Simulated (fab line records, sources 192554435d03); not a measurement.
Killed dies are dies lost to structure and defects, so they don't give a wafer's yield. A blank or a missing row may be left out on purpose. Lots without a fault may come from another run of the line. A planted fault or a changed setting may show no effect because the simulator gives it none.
Which tool did it? | flow n5_finfet | 6 lots, 18 wafers sampled, at 2 steps of a route of 1938

WHAT THE GAUGES READ, wafer by wafer
N5_BEOL_M10_INSPECT_58: inspects for defects (darkfield).
lot  | measured     | on                | raw_defect_count
L408 | day 11 03:55 | defect_inspect-02 | 62 80 66
L410 | day 11 20:25 | defect_inspect-02 | 81 90 110
L415 | day 12 16:50 | defect_inspect-01 | 50 72 62
L416 | day 13 10:25 | defect_inspect-01 | 73 63 49
L422 | day 14 11:23 | defect_inspect-02 | 83 96 64
L425 | day 15 07:29 | defect_inspect-02 | 70 127 113

WHICH TOOL RAN EACH LOT (tool, then ch and the chambers of the sampled wafers, then the start)
lot  | N5_BEOL_M10_ANNEAL_51
L408 | rtp_anneal-02 ch 0, day 11 03:13
L410 | rtp_anneal-02 ch 0, day 11 19:29
L415 | rtp_anneal-02 ch 0, day 12 16:10
L416 | rtp_anneal-01 ch 0, day 13 09:40
L422 | rtp_anneal-01 ch 0, day 14 10:38
L425 | rtp_anneal-02 ch 0, day 15 06:44
- N5_BEOL_M10_ANNEAL_51: time 90 s.

THE ANSWER, worked out from the rows above alone
Rule: what is usual is taken from the lots themselves. Put in order of their means at a reading, lots are off if they are a third of the lots or fewer, leave a main group of 4 or more, and stand apart from it by a gap of 3 or more times the standard deviation of the main group's means; of several such gaps the widest counts. A main group whose means are all the same, to the digits that the tables above print for the reading, isn't used. A lot without any number at a reading at which 4 lots or more have one is off too. The other lots that the step has rows for count as sound.
No lot is off at any reading shown: from this, nothing can be told.

WHAT THE SIMULATOR HAD PUT IN
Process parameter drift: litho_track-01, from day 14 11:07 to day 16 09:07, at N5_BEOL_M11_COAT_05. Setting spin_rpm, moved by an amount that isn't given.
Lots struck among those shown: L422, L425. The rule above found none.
